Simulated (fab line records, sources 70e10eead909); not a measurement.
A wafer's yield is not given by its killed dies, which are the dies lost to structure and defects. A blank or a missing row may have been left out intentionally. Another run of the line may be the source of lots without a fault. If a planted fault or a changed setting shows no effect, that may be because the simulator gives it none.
A struck lot beside a sound one || flow nand harc || 22 steps out of a route of 1302
Sound: wafers L277.1, L277.3, L277.5. Wafers L293.1, L293.3, L293.4 were the ones struck. The cause is named last.
At each step with rows: each side's tool, then ch and its chambers, then its first start. Under that, the readings that differ: sound wafers || struck wafers || difference of the means || sigmas: that difference in standard deviations of wafers without a fault.
alike: a reading whose means differ by less than 2 such deviations, as well as words and numbers matching on both sides. not compared: withheld readings; readings where some wafer has no value; bounds like >300 that might hide an equal value; numbers whose values overlap and for which the record gives no deviation.
Wherever a step has rows on one side only, a row that says differs or no value, or a row with sigmas, the two part there. Numbers that don't overlap but have no deviation are shown without sigmas and don't part them. Lack of a reading on every wafer of one side parts them only where that side has two or more wafers.

NHARC_A_BLC_CVD_24: deposits W, target thk 150 nm, time 434 s.
  sound: cvd w-01 ch 0; struck: cvd w-01 ch 0,1
  alike: heater power w, throttle valve pct
NHARC_A_BLC_CMP_25: polishes, t overpolish 30 s, target thk 150 nm.
  sound on cmp-04 ch 2,3, day 23 06:44; struck on cmp-03 ch 1,2,3, day 29 18:53
  alike: motor current A, overpolish run s, time to endpoint s
then, 1 step without rows for these wafers: NHARC_A_BLC_SRD_27.
NHARC_A_BLC_INSPECT_28:
  struck on defect inspect-01, day 29 19:17; sound on defect inspect-02, day 23 07:08
  alike: raw defect count
then, 7 steps without rows for these wafers: NHARC_A_M0_DEP_00 (deposits SiOC, target thk 150 nm); NHARC_A_M0_DEHYDRATE_01 (time 120 s); NHARC_A_M0_HMDS_02 (time 30 s); NHARC_A_M0_COAT_33 (time 65 s); NHARC_A_M0_COAT_03 (resist thk 90 nm); NHARC_A_M0_SOFTBAKE_04 (time 55 s); NHARC_A_M0_EBR_05.
NHARC_A_M0_EXPOSE_06: exposes mask A M0, target cd 80 nm.
  sound on arfi scanner-03 ch 0, day 23 07:53; struck on arfi scanner-03 ch 0, day 29 20:11
{"reading": "exposure dose mJ cm2", "sound": "83.22 83.29 83.26", "struck": "106.94 107.00 106.94", "difference": "+23.70", "sigmas": "+99 or more"}
  alike: mask
then, 2 steps without rows for these wafers: NHARC_A_M0_PEB_07 (peb time 65 s); NHARC_A_M0_DEVELOP_08 (develop time 35 s).
NHARC_A_M0_CD_MEAS_09: the cd target is 80 nm.
  sound on cd sem-01 ch 0, day 23 08:02; struck on cd sem-03 ch 0, day 29 20:19
{"reading": "cd nm (nm)", "sound": "80.4 79.8 81.3", "struck": "95.4 96.3 95.8", "difference": "+15.3", "sigmas": "+20"}
NHARC_A_M0_OVL_MEAS_10: pitch 160 nm.
  struck on overlay-02, day 29 20:25; sound on overlay-02, day 23 08:07
  alike: overlay x nm, overlay y nm
NHARC_A_M0_INSPECT_11:
  struck on defect inspect-02, day 29 20:27; sound on defect inspect-02, day 23 08:09
  alike: raw defect count
NHARC_A_M0_DESCUM_14: chemistry O2, time 3 s.
  sound on rie diel-12 ch 0,1, day 23 08:13; struck on rie diel-01 ch 1,2,3, day 29 20:31
{"reading": "model.A_M0.cd nm (nm)", "sound": "80.09 79.65 80.81", "struck": "95.24 96.85 95.15", "difference": "+15.56", "sigmas": ""}
  alike: drypump motor current A, oes product au, rf vpp V, showerhead plenum p Torr, throttle valve pct
  not compared: rf hours counter h
NHARC_A_M0_ETCH_34: etches the open film in N2/H2, target depth 40 nm, overetch 12 nm, time 43.94 s.
  sound on rie diel-12 ch 1,2,3, day 23 08:19; struck on rie diel-01 ch 0,1,2, day 29 20:35
{"reading": "showerhead plenum p Torr (Torr)", "sound": "1.90 1.89 1.98", "struck": "2.13 2.02 2.15", "difference": "+0.18", "sigmas": "+2"}
  alike: drypump motor current A, oes product au, rf vpp V, throttle valve pct
  not compared: rf hours counter h
NHARC_A_M0_ETCH_15: etches the open film in C4F8/Ar, target depth 150 nm, overetch 15 nm, time 82.5 s.
  sound: rie diel-12 ch 2,3; struck: rie diel-01 ch 1,2,3
{"reading": "rf vpp V (V)", "sound": "438.4 436.2 436.1", "struck": "438.9 444.8 443.5", "difference": "+5.5", "sigmas": "+2"}
{"reading": "model.A_M0.cd nm (nm)", "sound": "80.08 79.71 81.11", "struck": "95.39 96.25 95.3", "difference": "+15.35", "sigmas": ""}
  alike: oes product au
  not compared: rf hours counter h
NHARC_A_M0_CD_MEAS_16:
  struck on cd sem-02, day 29 20:49; sound on cd sem-03, day 23 08:31
{"reading": "cd nm (nm)", "sound": "80.4 79.6 81.3", "struck": "95.3 96.6 94.9", "difference": "+15.2", "sigmas": "+18"}
NHARC_END_SORT_01:
  the record has rows for the sound wafers here (prober-01 ch 0, day 24 23:25) and none for the struck ones

== WHERE THEY PART ==
Earliest at NHARC_A_M0_EXPOSE_06; latest, in this record, at NHARC_END_SORT_01.

WHY: the cause the simulator had injected
Process parameter drift: arfi scanner-03, from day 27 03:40 on, at NHARC_A_M0_EXPOSE_06. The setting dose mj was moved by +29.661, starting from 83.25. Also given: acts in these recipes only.
